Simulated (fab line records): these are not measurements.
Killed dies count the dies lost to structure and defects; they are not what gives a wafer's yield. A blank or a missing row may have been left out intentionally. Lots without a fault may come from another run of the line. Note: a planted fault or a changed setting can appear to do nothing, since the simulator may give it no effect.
Which tool was responsible? ; flow n5_finfet ; 72 wafers from 24 lots sampled at 6 of the route's 1938 steps

WHAT EACH GAUGE READ, for each wafer
N5_BEOL_M2_THK_MEAS_01.
lot;measured;on;M2_ILD_THK (nm)
L074;day 6 12:44;film_metro-01;78.6 77.5 79.6
L075;day 6 19:53;film_metro-02;77.9 78.1 78.4
L076;day 7 00:32;film_metro-02;78.7 78.0 80.5
L077;day 7 06:41;film_metro-02;76.9 77.5 77.8
L078;day 7 12:14;film_metro-02;77.8 76.5 79.4
L079;day 7 12:40;film_metro-02;78.8 79.1 77.5
L080;day 7 20:41;film_metro-02;79.9 78.6 81.0
L081;day 8 01:01;film_metro-02;76.6 78.2 77.0
L082;day 8 06:19;film_metro-02;77.8 78.1 78.3
L083;day 9 03:32;film_metro-02;78.0 79.0 79.1
L084;day 9 03:33;film_metro-02;76.3 78.5 77.1
L085;day 9 05:29;film_metro-02;78.6 78.4 78.1
L086;day 9 10:55;film_metro-02;79.6 81.0 80.3
L087;day 9 20:24;film_metro-02;79.6 80.3 79.5
L088;day 10 02:12;film_metro-02;78.1 78.5 79.4
L089;day 10 13:29;film_metro-01;78.3 77.3 78.9
L090;day 10 14:39;film_metro-02;77.8 78.3 78.0
L091;day 10 17:32;film_metro-01;78.1 79.9 78.8
L092;day 10 22:53;film_metro-02;77.3 79.5 80.8
L093;day 11 04:58;film_metro-01;76.7 78.6 80.1
L094;day 11 19:43;film_metro-02;77.9 77.9 78.0
L095;day 11 22:47;film_metro-01;80.7 79.4 79.6
L096;day 12 01:44;film_metro-02;79.1 78.6 79.6
L097;day 12 03:18;film_metro-02;76.0 78.4 77.9

EACH LOT AND THE TOOL THAT RAN IT (in order: tool; ch and the chambers of the sampled wafers; start)
lot;N5_BEOL_M1_ALD_84;N5_BEOL_M1_SPUTTER_48;N5_BEOL_M1_SPUTTER_86;N5_BEOL_M1_SPUTTER_90;N5_BEOL_M1_SPUTTER_92
L074;ald_metal-03 ch 0,1,2, day 6 07:12;pvd_sputter-03, day 6 07:53;pvd_sputter-03, day 6 09:13;pvd_sputter-03, day 6 10:05;pvd_sputter-03, day 6 10:32
L075;ald_metal-02 ch 0,1,3, day 6 16:20;pvd_sputter-02, day 6 16:53;pvd_sputter-02, day 6 17:33;pvd_sputter-02, day 6 17:59;pvd_sputter-02, day 6 18:13
L076;ald_metal-01 ch 0,2, day 6 19:13;pvd_sputter-02, day 6 21:21;pvd_sputter-02, day 6 22:01;pvd_sputter-02, day 6 22:27;pvd_sputter-02, day 6 22:40
L077;ald_metal-02 ch 0,1,3, day 7 01:47;pvd_sputter-03, day 7 03:41;pvd_sputter-03, day 7 04:20;pvd_sputter-03, day 7 04:47;pvd_sputter-03, day 7 05:00
L078;ald_metal-02 ch 0,3, day 7 08:43;pvd_sputter-01, day 7 09:13;pvd_sputter-01, day 7 09:53;pvd_sputter-01, day 7 10:19;pvd_sputter-01, day 7 10:32
L079;ald_metal-02 ch 0,1,3, day 7 09:01;pvd_sputter-03, day 7 09:43;pvd_sputter-03, day 7 10:23;pvd_sputter-03, day 7 10:49;pvd_sputter-03, day 7 11:02
L080;ald_metal-01 ch 0,1,3, day 7 17:14;pvd_sputter-03, day 7 17:45;pvd_sputter-03, day 7 18:25;pvd_sputter-03, day 7 18:51;pvd_sputter-03, day 7 19:04
L081;ald_metal-02 ch 1,3, day 7 20:32;pvd_sputter-03, day 7 22:02;pvd_sputter-03, day 7 22:41;pvd_sputter-03, day 7 23:08;pvd_sputter-03, day 7 23:21
L082;ald_metal-01 ch 1,2,3, day 8 02:29;pvd_sputter-01, day 8 03:22;pvd_sputter-01, day 8 04:01;pvd_sputter-01, day 8 04:28;pvd_sputter-01, day 8 04:41
L083;ald_metal-01 ch 0,1,2, day 8 23:41;pvd_sputter-03, day 9 00:20;pvd_sputter-03, day 9 01:00;pvd_sputter-03, day 9 01:26;pvd_sputter-03, day 9 01:40
L084;ald_metal-02 ch 0,3, day 8 23:46;pvd_sputter-01, day 9 00:34;pvd_sputter-01, day 9 01:13;pvd_sputter-01, day 9 01:40;pvd_sputter-01, day 9 01:53
L085;ald_metal-02 ch 1,2,3, day 9 00:58;pvd_sputter-03, day 9 02:11;pvd_sputter-03, day 9 02:50;pvd_sputter-03, day 9 03:17;pvd_sputter-03, day 9 03:30
L086;ald_metal-02 ch 2,3, day 9 07:14;pvd_sputter-02, day 9 07:43;pvd_sputter-02, day 9 08:22;pvd_sputter-02, day 9 08:49;pvd_sputter-02, day 9 09:02
L087;ald_metal-03 ch 0,2, day 9 16:57;pvd_sputter-02, day 9 17:27;pvd_sputter-02, day 9 18:07;pvd_sputter-02, day 9 18:33;pvd_sputter-02, day 9 18:46
L088;ald_metal-02 ch 0,1,3, day 9 22:41;pvd_sputter-03, day 9 23:14;pvd_sputter-03, day 9 23:54;pvd_sputter-03, day 10 00:20;pvd_sputter-03, day 10 00:34
L089;ald_metal-02 ch 0,1,2, day 10 09:56;pvd_sputter-03, day 10 10:33;pvd_sputter-03, day 10 11:13;pvd_sputter-03, day 10 11:39;pvd_sputter-03, day 10 11:52
L090;ald_metal-02 ch 0,3, day 10 11:12;pvd_sputter-02, day 10 11:43;pvd_sputter-02, day 10 12:22;pvd_sputter-02, day 10 12:49;pvd_sputter-02, day 10 13:02
L091;ald_metal-01 ch 0,2,3, day 10 13:48;pvd_sputter-02, day 10 14:33;pvd_sputter-02, day 10 15:13;pvd_sputter-02, day 10 15:39;pvd_sputter-02, day 10 15:52
L092;ald_metal-02 ch 0,1,2, day 10 19:03;pvd_sputter-01, day 10 19:43;pvd_sputter-01, day 10 20:22;pvd_sputter-01, day 10 20:49;pvd_sputter-01, day 10 21:02
L093;ald_metal-02 ch 2,3, day 11 01:25;pvd_sputter-03, day 11 01:52;pvd_sputter-03, day 11 02:35;pvd_sputter-03, day 11 03:04;pvd_sputter-03, day 11 03:18
L094;ald_metal-01 ch 0,2,3, day 11 16:10;pvd_sputter-01, day 11 16:47;pvd_sputter-01, day 11 17:26;pvd_sputter-01, day 11 17:53;pvd_sputter-01, day 11 18:06
L095;ald_metal-01 ch 0,2,3, day 11 19:19;pvd_sputter-03, day 11 19:51;pvd_sputter-03, day 11 20:31;pvd_sputter-03, day 11 20:57;pvd_sputter-03, day 11 21:10
L096;ald_metal-01 ch 0,2, day 11 22:09;pvd_sputter-03, day 11 22:47;pvd_sputter-03, day 11 23:27;pvd_sputter-03, day 11 23:53;pvd_sputter-03, day 12 00:07
L097;ald_metal-02 ch 1,2,3, day 11 22:26;pvd_sputter-02, day 12 00:21;pvd_sputter-02, day 12 01:01;pvd_sputter-02, day 12 01:27;pvd_sputter-02, day 12 01:40
- N5_BEOL_M1_ALD_84: deposits TaN, pulse time 2 s, purge time 3 s, co reactant purge time 2 s.
- N5_BEOL_M1_SPUTTER_48: material Cu, target thk 4.5 nm, time 8.29 s.
- N5_BEOL_M1_SPUTTER_86: material Cu, target thk 4.5 nm, time 8.29 s.
- N5_BEOL_M1_SPUTTER_90: material Cu, target thk 4.5 nm, time 8.29 s.
- N5_BEOL_M1_SPUTTER_92: material Cu, target thk 4.5 nm, time 8.29 s.

AS READ BY THE TOOLS THEMSELVES (means over the sampled wafers that have a number; for cases with no such wafer, the mark the record gives instead)
N5_BEOL_M1_ALD_84.
lot;tool;heater_power_w (W)
L074;ald_metal-03;394
L075;ald_metal-02;401
L076;ald_metal-01;381
L077;ald_metal-02;407
L078;ald_metal-02;401
L079;ald_metal-02;400
L080;ald_metal-01;432
L081;ald_metal-02;381
L082;ald_metal-01;435
L083;ald_metal-01;435
L084;ald_metal-02;416
L085;ald_metal-02;387
L086;ald_metal-02;389
L087;ald_metal-03;412
L088;ald_metal-02;401
L089;ald_metal-02;412
L090;ald_metal-02;399
L091;ald_metal-01;387
L092;ald_metal-02;419
L093;ald_metal-02;396
L094;ald_metal-01;391
L095;ald_metal-01;380
L096;ald_metal-01;385
L097;ald_metal-02;383

N5_BEOL_M1_SPUTTER_48.
lot;tool;throttle_valve_pct (%)
L074;pvd_sputter-03;30.1
L075;pvd_sputter-02;29.3
L076;pvd_sputter-02;29.5
L077;pvd_sputter-03;30.3
L078;pvd_sputter-01;30.6
L079;pvd_sputter-03;30.7
L080;pvd_sputter-03;30.5
L081;pvd_sputter-03;30.4
L082;pvd_sputter-01;30.5
L083;pvd_sputter-03;30.4
L084;pvd_sputter-01;31.1
L085;pvd_sputter-03;30.4
L086;pvd_sputter-02;29.7
L087;pvd_sputter-02;29.2
L088;pvd_sputter-03;29.9
L089;pvd_sputter-03;29.7
L090;pvd_sputter-02;30.0
L091;pvd_sputter-02;29.5
L092;pvd_sputter-01;30.6
L093;pvd_sputter-03;30.3
L094;pvd_sputter-01;30.8
L095;pvd_sputter-03;29.9
L096;pvd_sputter-03;29.6
L097;pvd_sputter-02;29.7

N5_BEOL_M1_SPUTTER_86.
lot;tool;throttle_valve_pct (%)
L074;pvd_sputter-03;30.1
L075;pvd_sputter-02;29.6
L076;pvd_sputter-02;29.3
L077;pvd_sputter-03;30.3
L078;pvd_sputter-01;30.7
L079;pvd_sputter-03;30.6
L080;pvd_sputter-03;30.3
L081;pvd_sputter-03;30.4
L082;pvd_sputter-01;30.5
L083;pvd_sputter-03;30.6
L084;pvd_sputter-01;31.0
L085;pvd_sputter-03;30.3
L086;pvd_sputter-02;29.7
L087;pvd_sputter-02;29.3
L088;pvd_sputter-03;29.8
L089;pvd_sputter-03;29.8
L090;pvd_sputter-02;30.0
L091;pvd_sputter-02;29.7
L092;pvd_sputter-01;30.7
L093;pvd_sputter-03;30.1
L094;pvd_sputter-01;30.6
L095;pvd_sputter-03;29.8
L096;pvd_sputter-03;29.6
L097;pvd_sputter-02;29.6

N5_BEOL_M1_SPUTTER_90.
lot;tool;throttle_valve_pct (%)
L074;pvd_sputter-03;30.2
L075;pvd_sputter-02;29.4
L076;pvd_sputter-02;29.2
L077;pvd_sputter-03;30.5
L078;pvd_sputter-01;30.5
L079;pvd_sputter-03;30.6
L080;pvd_sputter-03;30.6
L081;pvd_sputter-03;30.4
L082;pvd_sputter-01;30.4
L083;pvd_sputter-03;30.3
L084;pvd_sputter-01;31.0
L085;pvd_sputter-03;30.5
L086;pvd_sputter-02;29.6
L087;pvd_sputter-02;29.2
L088;pvd_sputter-03;29.9
L089;pvd_sputter-03;29.8
L090;pvd_sputter-02;30.0
L091;pvd_sputter-02;29.6
L092;pvd_sputter-01;30.9
L093;pvd_sputter-03;30.2
L094;pvd_sputter-01;30.7
L095;pvd_sputter-03;29.9
L096;pvd_sputter-03;29.6
L097;pvd_sputter-02;29.5

N5_BEOL_M1_SPUTTER_92.
lot;tool;throttle_valve_pct (%)
L074;pvd_sputter-03;30.2
L075;pvd_sputter-02;29.3
L076;pvd_sputter-02;29.4
L077;pvd_sputter-03;30.4
L078;pvd_sputter-01;30.8
L079;pvd_sputter-03;30.7
L080;pvd_sputter-03;30.3
L081;pvd_sputter-03;30.3
L082;pvd_sputter-01;30.4
L083;pvd_sputter-03;30.4
L084;pvd_sputter-01;31.1
L085;pvd_sputter-03;30.4
L086;pvd_sputter-02;29.5
L087;pvd_sputter-02;29.1
L088;pvd_sputter-03;29.7
L089;pvd_sputter-03;29.9
L090;pvd_sputter-02;30.0
L091;pvd_sputter-02;29.5
L092;pvd_sputter-01;30.8
L093;pvd_sputter-03;30.3
L094;pvd_sputter-01;30.7
L095;pvd_sputter-03;29.9
L096;pvd_sputter-03;29.6
L097;pvd_sputter-02;29.6

THE ANSWER, worked out from the rows above alone
Rule: what is usual is taken from the lots themselves. Put in order of their means at a reading, lots are off if they are a third of the lots or fewer, leave a main group of 4 or more, and stand apart from it by a gap of 3 or more times the standard deviation of the main group's means; of several such gaps the widest counts. A main group is skipped when, at the precision printed for the reading in the tables above, its means are all equal. Also off: a lot with no number at a reading for which 4 or more lots have one. The other lots that the step has rows for count as sound. The gauges are gone through in route order, then the tools' own readings, and for those a lot's mean is taken as printed above. The first step at which some lot is off is used, and at that step the reading that is off furthest; a lot without a number counts as furthest.
None of the lots is off at any reading shown; this tells nothing.

WHAT THE SIMULATOR PUT IN
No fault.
